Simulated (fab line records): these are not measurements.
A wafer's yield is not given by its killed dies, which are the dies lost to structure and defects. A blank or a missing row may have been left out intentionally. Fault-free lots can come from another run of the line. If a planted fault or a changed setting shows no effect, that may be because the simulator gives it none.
fab line records :: flow nand-harc :: part 2 of 2: steps 24 to 34 of 34
record
  lots=5
  wafers=15
  last-day=22
route steps=1159 shown A_M1@1033 A_BONDPAD@1059
lots that met no fault: from a run of the same line without faults
start-h: hours from the record's opening day to when the first of the lot's shown wafers began :: wait-h: hours elapsed since this lot's preceding step :: " the same as in the row above :: L1.1+2: a single row standing in for several wafers :: - no value, or no start was given :: * or withheld: withheld :: < > ~ a bound
route shown NAME@n: NAME is a module with steps in the file, n the number in the route of the first one :: usual: the fault-free wafers' mean and standard deviation :: same: alike in all rows :: chamber/n: place in a boat :: sites: the reading at each site :: _std_site: their standard deviation :: _edge_site: the outer-site mean with the inner-site mean subtracted :: radius-mm: how far each site lies from the wafer's centre :: mask NAME#n: copy n :: behind: the tool/chamber that last shaped the wafer :: hold: cause of the lot's hold/its duration in hours/its outcome :: device: transistor that didn't switch, given as n, p or np :: end of line: at the end of the route, the tests of the same wafers :: a step given without rows: its recipe and nothing more :: killed: count of dies lost to structure and defects at first sort (not the wafer's yield) :: map: per-die view of a wafer (x killed, . not killed, _ where there is no die)
set.NAME: the run value of the setting; set.NAME@STEP: its run value at that earlier step :: model.NAME: the simulator's own value behind a step, which no gauge read
lots at selected steps of the route; one table per step, one row per wafer
services: when a tool's chamber went out of use (start-h, in hours from the record's first day, below 0 if earlier), for how many hours, and the reason
## steps
# step NHARC_A_M1_PRE_CLEAN_32
# recipe
  time-s=12
  temp-c=370
  rf-power-w=300
  gas=NH3
# usual
  heater-power-w=615/65
  susceptor-temp-C=369.98/0.21
lot.wafer: L079.3
tool: pecvd-01
chamber: 0
start-h: 416.97
wait-h: 0.1
heater-power-w: 683
since-wet-clean-h: 167
susceptor-temp-C: 369.95

lot.wafer: L079.2
tool: pecvd-01
chamber: 1
start-h: 416.97
wait-h: 0.1
heater-power-w: 560
since-wet-clean-h: 167
susceptor-temp-C: 369.96

lot.wafer: L079.4
tool: pecvd-01
chamber: 2
start-h: 416.97
wait-h: 0.1
heater-power-w: 692
since-wet-clean-h: -
susceptor-temp-C: 370.10

lot.wafer: L076.3
tool: pecvd-02
chamber: 0
start-h: 419.73
wait-h: 0.1
heater-power-w: 530
since-wet-clean-h: 72
susceptor-temp-C: 370.09

lot.wafer: L076.6
tool: pecvd-02
chamber: 2
start-h: 419.73
wait-h: 0.1
heater-power-w: 589
since-wet-clean-h: -
susceptor-temp-C: 370.25

lot.wafer: L076.4
tool: pecvd-02
chamber: 1
start-h: 419.73
wait-h: 0.1
heater-power-w: 588
since-wet-clean-h: -
susceptor-temp-C: 370.36

lot.wafer: L086.2
tool: pecvd-02
chamber: 2
start-h: 476.93
wait-h: 0.1
heater-power-w: 627
since-wet-clean-h: 130
susceptor-temp-C: 370.37

lot.wafer: L086.6
tool: pecvd-02
chamber: 0
start-h: 476.93
wait-h: 0.1
heater-power-w: 557
since-wet-clean-h: -
susceptor-temp-C: 369.99

lot.wafer: L086.4
tool: pecvd-02
chamber: 1
start-h: 476.93
wait-h: 0.1
heater-power-w: 640
since-wet-clean-h: -
susceptor-temp-C: 370.25

lot.wafer: L089.1
tool: pecvd-01
chamber: 2
start-h: 477.66
wait-h: 0.1
heater-power-w: 735
since-wet-clean-h: 46
susceptor-temp-C: 370.04

lot.wafer: L089.4
tool: pecvd-01
chamber: 0
start-h: 477.66
wait-h: 0.1
heater-power-w: 610
since-wet-clean-h: -
susceptor-temp-C: 369.88

lot.wafer: L089.5
tool: pecvd-01
chamber: 0
start-h: 477.66
wait-h: 0.1
heater-power-w: 607
since-wet-clean-h: -
susceptor-temp-C: 370.10

lot.wafer: L090.3
tool: pecvd-03
chamber: 0
start-h: 500.05
wait-h: 0.1
heater-power-w: 593
since-wet-clean-h: 13
susceptor-temp-C: 369.68

lot.wafer: L090.5
tool: pecvd-03
chamber: 2
start-h: 500.05
wait-h: 0.1
heater-power-w: 618
since-wet-clean-h: -
susceptor-temp-C: 370.09

lot.wafer: L090.4
tool: pecvd-03
chamber: 0
start-h: 500.05
wait-h: 0.1
heater-power-w: 618
since-wet-clean-h: -
susceptor-temp-C: 369.98
# step NHARC_A_M1_DEP_33
# recipe
  target-thk-a=300
  temp-c=370
  target-thk-nm=30
  pressure-torr=3
  flow-sccm=200
  rf-w=450
  material=SiCN
# usual
  heater-power-w=565/55
  susceptor-temp-C=370.02/0.23
lot.wafer: L079.3
tool: pecvd-01
chamber: 0
start-h: 417.05
wait-h: 0.1
heater-power-w: 528
since-wet-clean-h: 167
susceptor-temp-C: 370.08

lot.wafer: L079.2
tool: pecvd-01
chamber: 1
start-h: 417.05
wait-h: 0.1
heater-power-w: 505
since-wet-clean-h: 167
susceptor-temp-C: 370.60

lot.wafer: L079.4
tool: pecvd-01
chamber: 2
start-h: 417.05
wait-h: 0.1
heater-power-w: 581
since-wet-clean-h: -
susceptor-temp-C: 370.16

lot.wafer: L076.3
tool: pecvd-02
chamber: 0
start-h: 419.84
wait-h: 0.1
heater-power-w: 510
since-wet-clean-h: 73
susceptor-temp-C: 369.97

lot.wafer: L076.6
tool: pecvd-02
chamber: 2
start-h: 419.84
wait-h: 0.1
heater-power-w: 618
since-wet-clean-h: -
susceptor-temp-C: 370.16

lot.wafer: L076.4
tool: pecvd-02
chamber: 1
start-h: 419.84
wait-h: 0.1
heater-power-w: 571
since-wet-clean-h: -
susceptor-temp-C: 370.26

lot.wafer: L086.2
tool: pecvd-02
chamber: 2
start-h: 477.01
wait-h: 0.1
heater-power-w: 606
since-wet-clean-h: 130
susceptor-temp-C: 369.89

lot.wafer: L086.6
tool: pecvd-02
chamber: 0
start-h: 477.01
wait-h: 0.1
heater-power-w: 489
since-wet-clean-h: -
susceptor-temp-C: 369.86

lot.wafer: L086.4
tool: pecvd-02
chamber: 1
start-h: 477.01
wait-h: 0.1
heater-power-w: 552
since-wet-clean-h: -
susceptor-temp-C: 370.18

lot.wafer: L089.1
tool: pecvd-01
chamber: 2
start-h: 477.78
wait-h: 0.1
heater-power-w: 654
since-wet-clean-h: 47
susceptor-temp-C: 370.05

lot.wafer: L089.4
tool: pecvd-01
chamber: 0
start-h: 477.78
wait-h: 0.1
heater-power-w: 487
since-wet-clean-h: -
susceptor-temp-C: 369.86

lot.wafer: L089.5
tool: pecvd-01
chamber: 0
start-h: 477.78
wait-h: 0.1
heater-power-w: 495
since-wet-clean-h: -
susceptor-temp-C: 369.57

lot.wafer: L090.3
tool: pecvd-03
chamber: 0
start-h: 500.16
wait-h: 0.1
heater-power-w: 612
since-wet-clean-h: 13
susceptor-temp-C: 370.13

lot.wafer: L090.5
tool: pecvd-03
chamber: 2
start-h: 500.16
wait-h: 0.1
heater-power-w: 529
since-wet-clean-h: -
susceptor-temp-C: 370.02

lot.wafer: L090.4
tool: pecvd-03
chamber: 0
start-h: 500.16
wait-h: 0.1
heater-power-w: 613
since-wet-clean-h: -
susceptor-temp-C: 370.08
# step NHARC_A_BONDPAD_DEP_00
# recipe
  target-thk-a=2500
  temp-c=370
  target-thk-nm=250
  pressure-torr=3
  flow-sccm=200
  rf-w=450
  material=SiCN
# usual
  heater-power-w=573/67
  susceptor-temp-C=370.01/0.21
lot.wafer: L079.3
tool: pecvd-02
chamber: 1
start-h: 417.60
wait-h: -
heater-power-w: 563
since-wet-clean-h: 70
susceptor-temp-C: 370.08

lot.wafer: L079.2
tool: pecvd-02
chamber: 2
start-h: 417.60
wait-h: -
heater-power-w: 576
since-wet-clean-h: 70
susceptor-temp-C: 370.17

lot.wafer: L079.4
tool: pecvd-02
chamber: 1
start-h: 417.60
wait-h: -
heater-power-w: 548
since-wet-clean-h: -
susceptor-temp-C: 370.04

lot.wafer: L076.3
tool: pecvd-04
chamber: 0
start-h: 420.40
wait-h: -
heater-power-w: 539
since-wet-clean-h: 31
susceptor-temp-C: 370.21

lot.wafer: L076.4
tool: pecvd-04
chamber: 2
start-h: 420.40
wait-h: -
heater-power-w: 672
since-wet-clean-h: -
susceptor-temp-C: 370.05

lot.wafer: L076.6
tool: pecvd-04
chamber: 1
start-h: 420.40
wait-h: -
heater-power-w: 543
since-wet-clean-h: -
susceptor-temp-C: 369.72

lot.wafer: L086.2
tool: pecvd-04
chamber: 2
start-h: 477.56
wait-h: -
heater-power-w: 658
since-wet-clean-h: 88
susceptor-temp-C: 369.73

lot.wafer: L086.6
tool: pecvd-04
chamber: 2
start-h: 477.56
wait-h: -
heater-power-w: 694
since-wet-clean-h: -
susceptor-temp-C: 369.79

lot.wafer: L086.4
tool: pecvd-04
chamber: 1
start-h: 477.56
wait-h: -
heater-power-w: 575
since-wet-clean-h: -
susceptor-temp-C: 370.01

lot.wafer: L089.1
tool: pecvd-04
chamber: 1
start-h: 478.92
wait-h: -
heater-power-w: 537
since-wet-clean-h: 89
susceptor-temp-C: 369.82

lot.wafer: L089.4
tool: pecvd-04
chamber: 2
start-h: 478.92
wait-h: -
heater-power-w: 681
since-wet-clean-h: -
susceptor-temp-C: 370.13

lot.wafer: L089.5
tool: pecvd-04
chamber: 0
start-h: 478.92
wait-h: -
heater-power-w: 531
since-wet-clean-h: -
susceptor-temp-C: 369.91

lot.wafer: L090.3
tool: pecvd-04
chamber: 1
start-h: 501.00
wait-h: -
heater-power-w: 549
since-wet-clean-h: 111
susceptor-temp-C: 369.43

lot.wafer: L090.5
tool: pecvd-04
chamber: 2
start-h: 501.00
wait-h: -
heater-power-w: 565
since-wet-clean-h: -
susceptor-temp-C: 370.06

lot.wafer: L090.4
tool: pecvd-04
chamber: 0
start-h: 501.00
wait-h: -
heater-power-w: 510
since-wet-clean-h: -
susceptor-temp-C: 369.46
# step NHARC_A_BONDPAD_CMP_29
# recipe
  target-thk-nm=200
  material=SiCN
# usual
  motor-current-A=12.0/1.2
lot.wafer: L079.4
tool: cmp-04
chamber: 2
start-h: 418.03
wait-h: -
motor-current-A: 9.3

lot.wafer: L079.2
tool: cmp-04
chamber: 3
start-h: 418.03
wait-h: -
motor-current-A: 13.4

lot.wafer: L079.3
tool: cmp-04
chamber: 0
start-h: 418.03
wait-h: -
motor-current-A: 12.6

lot.wafer: L076.3
tool: cmp-02
chamber: 2
start-h: 420.79
wait-h: -
motor-current-A: 13.0

lot.wafer: L076.4
tool: cmp-02
chamber: 0
start-h: 420.79
wait-h: -
motor-current-A: 11.3

lot.wafer: L076.6
tool: cmp-02
chamber: 2
start-h: 420.79
wait-h: -
motor-current-A: 12.2

lot.wafer: L086.2
tool: cmp-04
chamber: 2
start-h: 477.99
wait-h: -
motor-current-A: 9.2

lot.wafer: L086.4
tool: cmp-04
chamber: 3
start-h: 477.99
wait-h: -
motor-current-A: 13.5

lot.wafer: L086.6
tool: cmp-04
chamber: 1
start-h: 477.99
wait-h: -
motor-current-A: 14.4

lot.wafer: L089.4
tool: cmp-02
chamber: 2
start-h: 479.24
wait-h: -
motor-current-A: 12.3

lot.wafer: L089.1
tool: cmp-02
chamber: 3
start-h: 479.24
wait-h: -
motor-current-A: 11.8

lot.wafer: L089.5
tool: cmp-02
chamber: 3
start-h: 479.24
wait-h: -
motor-current-A: 11.7

lot.wafer: L090.4
tool: cmp-02
chamber: 0
start-h: 501.41
wait-h: -
motor-current-A: 11.0

lot.wafer: L090.3
tool: cmp-02
chamber: 3
start-h: 501.41
wait-h: -
motor-current-A: 11.5

lot.wafer: L090.5
tool: cmp-02
chamber: 0
start-h: 501.41
wait-h: -
motor-current-A: 11.2
# step NHARC_A_BONDPAD_THK_MEAS_30
# recipe
  thk-meas-gauge=ellipsometry
# usual
  thk-nm=199.7/1.9
lot.wafer: L079.2
tool: film-metro-01
chamber: -
start-h: 418.25
wait-h: 0.2
thk-nm: 200.1

lot.wafer: L079.3
tool: film-metro-01
chamber: -
start-h: 418.25
wait-h: 0.2
thk-nm: 200.6

lot.wafer: L079.4
tool: film-metro-01
chamber: -
start-h: 418.25
wait-h: 0.2
thk-nm: 198.0

lot.wafer: L076.3
tool: film-metro-01
chamber: -
start-h: 421.01
wait-h: 0.2
thk-nm: 200.8

lot.wafer: L076.4
tool: film-metro-01
chamber: -
start-h: 421.01
wait-h: 0.2
thk-nm: 201.3

lot.wafer: L076.6
tool: film-metro-01
chamber: -
start-h: 421.01
wait-h: 0.2
thk-nm: 199.9

lot.wafer: L086.2
tool: film-metro-02
chamber: -
start-h: 478.23
wait-h: 0.2
thk-nm: 200.0

lot.wafer: L086.4
tool: film-metro-02
chamber: -
start-h: 478.23
wait-h: 0.2
thk-nm: 197.2

lot.wafer: L086.6
tool: film-metro-02
chamber: -
start-h: 478.23
wait-h: 0.2
thk-nm: 201.0

lot.wafer: L089.1
tool: film-metro-01
chamber: -
start-h: 479.49
wait-h: 0.2
thk-nm: 197.3

lot.wafer: L089.4
tool: film-metro-01
chamber: -
start-h: 479.49
wait-h: 0.2
thk-nm: 197.6

lot.wafer: L089.5
tool: film-metro-01
chamber: -
start-h: 479.49
wait-h: 0.2
thk-nm: 197.6

lot.wafer: L090.3
tool: film-metro-01
chamber: -
start-h: 501.66
wait-h: 0.2
thk-nm: 198.0

lot.wafer: L090.4
tool: film-metro-01
chamber: -
start-h: 501.66
wait-h: 0.2
thk-nm: 198.9

lot.wafer: L090.5
tool: film-metro-01
chamber: -
start-h: 501.66
wait-h: 0.2
thk-nm: 199.2
# step NHARC_A_BONDPAD_SRD_31
lot.wafer: L079.4+3+2
tool: wet-bench-10
chamber: 6,7,0
start-h: 418.30
wait-h: 0.0

lot.wafer: L076.4+6+3
tool: wet-bench-10
chamber: 7,0,3
start-h: 421.05
wait-h: 0.0

lot.wafer: L086.6+4+2
tool: wet-bench-10
chamber: 0,2,3
start-h: 478.27
wait-h: 0.0

lot.wafer: L089.4+5+1
tool: wet-bench-08
chamber: 6,7,3
start-h: 479.53
wait-h: 0.0

lot.wafer: L090.4+3+5
tool: wet-bench-10
chamber: 7,2,4
start-h: 501.70
wait-h: 0.0
# step NHARC_A_BONDPAD_DEHYDRATE_01
# recipe
  temp-c=150
  time-s=120
# usual
  resist-line-temp-C=22.99/0.1
lot.wafer: L079.2
tool: litho-track-07
chamber: 0
start-h: 418.38
wait-h: 0.1
resist-line-temp-C: 23.03

lot.wafer: L079.3
tool: litho-track-07
chamber: 0
start-h: 418.38
wait-h: 0.1
resist-line-temp-C: 23.09

lot.wafer: L079.4
tool: litho-track-07
chamber: 0
start-h: 418.38
wait-h: 0.1
resist-line-temp-C: 23.18

lot.wafer: L076.3
tool: litho-track-07
chamber: 0
start-h: 421.15
wait-h: 0.1
resist-line-temp-C: 23.28

lot.wafer: L076.4
tool: litho-track-07
chamber: 0
start-h: 421.15
wait-h: 0.1
resist-line-temp-C: 23.06

lot.wafer: L076.6
tool: litho-track-07
chamber: 0
start-h: 421.15
wait-h: 0.1
resist-line-temp-C: 23.00

lot.wafer: L086.2
tool: litho-track-05
chamber: 0
start-h: 478.35
wait-h: 0.1
resist-line-temp-C: 23.07

lot.wafer: L086.4
tool: litho-track-05
chamber: 0
start-h: 478.35
wait-h: 0.1
resist-line-temp-C: 22.93

lot.wafer: L086.6
tool: litho-track-05
chamber: 0
start-h: 478.35
wait-h: 0.1
resist-line-temp-C: 22.89

lot.wafer: L089.1
tool: litho-track-05
chamber: 0
start-h: 479.63
wait-h: 0.1
resist-line-temp-C: 22.97

lot.wafer: L089.4
tool: litho-track-05
chamber: 0
start-h: 479.63
wait-h: 0.1
resist-line-temp-C: 23.17

lot.wafer: L089.5
tool: litho-track-05
chamber: 0
start-h: 479.63
wait-h: 0.1
resist-line-temp-C: 22.93

lot.wafer: L090.3
tool: litho-track-05
chamber: 0
start-h: 501.78
wait-h: 0.1
resist-line-temp-C: 22.99

lot.wafer: L090.4
tool: litho-track-05
chamber: 0
start-h: 501.78
wait-h: 0.1
resist-line-temp-C: 22.93

lot.wafer: L090.5
tool: litho-track-05
chamber: 0
start-h: 501.78
wait-h: 0.1
resist-line-temp-C: 22.83
# step NHARC_A_BONDPAD_HMDS_02
# recipe
  time-s=30
# usual
  resist-line-temp-C=22.99/0.11
lot.wafer: L079.2
tool: litho-track-07
chamber: 0
start-h: -
wait-h: -
resist-line-temp-C: 22.97

lot.wafer: L079.3
tool: litho-track-07
chamber: 0
start-h: -
wait-h: -
resist-line-temp-C: 22.88

lot.wafer: L079.4
tool: litho-track-07
chamber: 0
start-h: -
wait-h: -
resist-line-temp-C: 22.90

lot.wafer: L076.3
tool: litho-track-07
chamber: 0
start-h: -
wait-h: -
resist-line-temp-C: 22.93

lot.wafer: L076.4
tool: litho-track-07
chamber: 0
start-h: -
wait-h: -
resist-line-temp-C: 22.96

lot.wafer: L076.6
tool: litho-track-07
chamber: 0
start-h: -
wait-h: -
resist-line-temp-C: 22.99

lot.wafer: L086.2
tool: litho-track-05
chamber: 0
start-h: -
wait-h: -
resist-line-temp-C: 22.98

lot.wafer: L086.4
tool: litho-track-05
chamber: 0
start-h: -
wait-h: -
resist-line-temp-C: 22.87

lot.wafer: L086.6
tool: litho-track-05
chamber: 0
start-h: -
wait-h: -
resist-line-temp-C: 22.86

lot.wafer: L089.1
tool: litho-track-05
chamber: 0
start-h: -
wait-h: -
resist-line-temp-C: 23.12

lot.wafer: L089.4
tool: litho-track-05
chamber: 0
start-h: -
wait-h: -
resist-line-temp-C: 23.00

lot.wafer: L089.5
tool: litho-track-05
chamber: 0
start-h: -
wait-h: -
resist-line-temp-C: 23.01

lot.wafer: L090.3
tool: litho-track-05
chamber: 0
start-h: -
wait-h: -
resist-line-temp-C: 22.94

lot.wafer: L090.4
tool: litho-track-05
chamber: 0
start-h: -
wait-h: -
resist-line-temp-C: 22.94

lot.wafer: L090.5
tool: litho-track-05
chamber: 0
start-h: -
wait-h: -
resist-line-temp-C: 22.92
# step NHARC_A_BONDPAD_COAT_33
# recipe
  temp-c=200
  time-s=65
# usual
  resist-line-temp-C=22.99/0.1
lot.wafer: L079.2
tool: litho-track-07
chamber: 0
start-h: -
wait-h: -
resist-line-temp-C: 22.86

lot.wafer: L079.3
tool: litho-track-07
chamber: 0
start-h: -
wait-h: -
resist-line-temp-C: 22.97

lot.wafer: L079.4
tool: litho-track-07
chamber: 0
start-h: -
wait-h: -
resist-line-temp-C: 22.92

lot.wafer: L076.3
tool: litho-track-07
chamber: 0
start-h: -
wait-h: -
resist-line-temp-C: 22.88

lot.wafer: L076.4
tool: litho-track-07
chamber: 0
start-h: -
wait-h: -
resist-line-temp-C: 22.93

lot.wafer: L076.6
tool: litho-track-07
chamber: 0
start-h: -
wait-h: -
resist-line-temp-C: 23.07

lot.wafer: L086.2
tool: litho-track-05
chamber: 0
start-h: -
wait-h: -
resist-line-temp-C: 23.03

lot.wafer: L086.4
tool: litho-track-05
chamber: 0
start-h: -
wait-h: -
resist-line-temp-C: 23.06

lot.wafer: L086.6
tool: litho-track-05
chamber: 0
start-h: -
wait-h: -
resist-line-temp-C: 23.04

lot.wafer: L089.1
tool: litho-track-05
chamber: 0
start-h: -
wait-h: -
resist-line-temp-C: 23.06

lot.wafer: L089.4
tool: litho-track-05
chamber: 0
start-h: -
wait-h: -
resist-line-temp-C: 22.85

lot.wafer: L089.5
tool: litho-track-05
chamber: 0
start-h: -
wait-h: -
resist-line-temp-C: 22.95

lot.wafer: L090.3
tool: litho-track-05
chamber: 0
start-h: -
wait-h: -
resist-line-temp-C: 23.08

lot.wafer: L090.4
tool: litho-track-05
chamber: 0
start-h: -
wait-h: -
resist-line-temp-C: 22.96

lot.wafer: L090.5
tool: litho-track-05
chamber: 0
start-h: -
wait-h: -
resist-line-temp-C: 23.10
# step NHARC_A_BONDPAD_COAT_03
# recipe
  spin-rpm=2000
  resist-thk-nm=600
# usual
  resist-line-temp-C=23.00/0.1
lot.wafer: L079.2
tool: litho-track-07
chamber: 0
start-h: -
wait-h: -
resist-line-temp-C: 23.09

lot.wafer: L079.3
tool: litho-track-07
chamber: 0
start-h: -
wait-h: -
resist-line-temp-C: 23.03

lot.wafer: L079.4
tool: litho-track-07
chamber: 0
start-h: -
wait-h: -
resist-line-temp-C: 23.05

lot.wafer: L076.3
tool: litho-track-07
chamber: 0
start-h: -
wait-h: -
resist-line-temp-C: 23.06

lot.wafer: L076.4
tool: litho-track-07
chamber: 0
start-h: -
wait-h: -
resist-line-temp-C: 22.95

lot.wafer: L076.6
tool: litho-track-07
chamber: 0
start-h: -
wait-h: -
resist-line-temp-C: 23.15

lot.wafer: L086.2
tool: litho-track-05
chamber: 0
start-h: -
wait-h: -
resist-line-temp-C: 23.09

lot.wafer: L086.4
tool: litho-track-05
chamber: 0
start-h: -
wait-h: -
resist-line-temp-C: 23.22

lot.wafer: L086.6
tool: litho-track-05
chamber: 0
start-h: -
wait-h: -
resist-line-temp-C: 23.11

lot.wafer: L089.1
tool: litho-track-05
chamber: 0
start-h: -
wait-h: -
resist-line-temp-C: 22.93

lot.wafer: L089.4
tool: litho-track-05
chamber: 0
start-h: -
wait-h: -
resist-line-temp-C: 22.92

lot.wafer: L089.5
tool: litho-track-05
chamber: 0
start-h: -
wait-h: -
resist-line-temp-C: 22.85

lot.wafer: L090.3
tool: litho-track-05
chamber: 0
start-h: -
wait-h: -
resist-line-temp-C: 22.95

lot.wafer: L090.4
tool: litho-track-05
chamber: 0
start-h: -
wait-h: -
resist-line-temp-C: 22.92

lot.wafer: L090.5
tool: litho-track-05
chamber: 0
start-h: -
wait-h: -
resist-line-temp-C: 23.07
# step NHARC_A_BONDPAD_SOFTBAKE_04
# recipe
  temp-c=125
  time-s=70
# usual
  resist-line-temp-C=23.00/0.097
lot.wafer: L079.2
tool: litho-track-07
chamber: 0
start-h: -
wait-h: -
resist-line-temp-C: 23.14

lot.wafer: L079.3
tool: litho-track-07
chamber: 0
start-h: -
wait-h: -
resist-line-temp-C: 23.01

lot.wafer: L079.4
tool: litho-track-07
chamber: 0
start-h: -
wait-h: -
resist-line-temp-C: 22.85

lot.wafer: L076.3
tool: litho-track-07
chamber: 0
start-h: -
wait-h: -
resist-line-temp-C: 22.97

lot.wafer: L076.4
tool: litho-track-07
chamber: 0
start-h: -
wait-h: -
resist-line-temp-C: 23.06

lot.wafer: L076.6
tool: litho-track-07
chamber: 0
start-h: -
wait-h: -
resist-line-temp-C: 23.04

lot.wafer: L086.2
tool: litho-track-05
chamber: 0
start-h: -
wait-h: -
resist-line-temp-C: 22.97

lot.wafer: L086.4
tool: litho-track-05
chamber: 0
start-h: -
wait-h: -
resist-line-temp-C: 22.97

lot.wafer: L086.6
tool: litho-track-05
chamber: 0
start-h: -
wait-h: -
resist-line-temp-C: 22.98

lot.wafer: L089.1
tool: litho-track-05
chamber: 0
start-h: -
wait-h: -
resist-line-temp-C: 22.99

lot.wafer: L089.4
tool: litho-track-05
chamber: 0
start-h: -
wait-h: -
resist-line-temp-C: 23.07

lot.wafer: L089.5
tool: litho-track-05
chamber: 0
start-h: -
wait-h: -
resist-line-temp-C: 22.96

lot.wafer: L090.3
tool: litho-track-05
chamber: 0
start-h: -
wait-h: -
resist-line-temp-C: 23.00

lot.wafer: L090.4
tool: litho-track-05
chamber: 0
start-h: -
wait-h: -
resist-line-temp-C: 23.05

lot.wafer: L090.5
tool: litho-track-05
chamber: 0
start-h: -
wait-h: -
resist-line-temp-C: 23.19
## services
tool: cmp-02
chamber: -
start-h: 391.04
hours: 3.0
kind: repair

tool: pvd-sputter-02
chamber: -
start-h: 392.14
hours: 10.0
kind: pm

tool: pecvd-03
chamber: 2
start-h: 395.36
hours: 10.0
kind: repair

tool: rie-diel-02
chamber: -
start-h: 395.66
hours: 2.1
kind: repair

tool: cmp-04
chamber: -
start-h: 399.31
hours: 4.0
kind: pm

tool: wet-bench-08
chamber: -
start-h: 406.40
hours: 8.0
kind: pm

tool: litho-track-05
chamber: -
start-h: 412.00
hours: 7.0
kind: pm

tool: rie-diel-05
chamber: -
start-h: 414.97
hours: 1.8
kind: repair

tool: pecvd-01
chamber: -
start-h: 418.24
hours: 13.0
kind: pm

tool: cmp-02
chamber: -
start-h: 422.50
hours: 4.0
kind: pm

tool: wet-bench-10
chamber: -
start-h: 423.20
hours: 8.0
kind: pm

tool: arfi-scanner-01
chamber: -
start-h: 425.48
hours: 1.0
kind: repair

tool: arfi-scanner-02
chamber: -
start-h: 428.00
hours: 4.0
kind: pm

tool: ecd-cu-01
chamber: -
start-h: 448.36
hours: 8.0
kind: pm

tool: litho-track-06
chamber: -
start-h: 467.00
hours: 7.0
kind: pm

tool: cmp-02
chamber: -
start-h: 468.32
hours: 0.9
kind: repair

tool: cmp-02
chamber: -
start-h: 473.66
hours: 3.9
kind: repair

tool: pecvd-03
chamber: -
start-h: 474.10
hours: 13.0
kind: pm

tool: ecd-cu-02
chamber: -
start-h: 477.21
hours: 2.0
kind: repair

tool: cmp-04
chamber: -
start-h: 481.20
hours: 1.2
kind: repair

tool: rie-diel-05
chamber: 2
start-h: 489.47
hours: 4.9
kind: repair

tool: rie-diel-12
chamber: 0
start-h: 489.96
hours: 3.9
kind: repair

tool: litho-track-04
chamber: -
start-h: 491.00
hours: 7.0
kind: pm

tool: cmp-04
chamber: -
start-h: 497.31
hours: 4.0
kind: pm
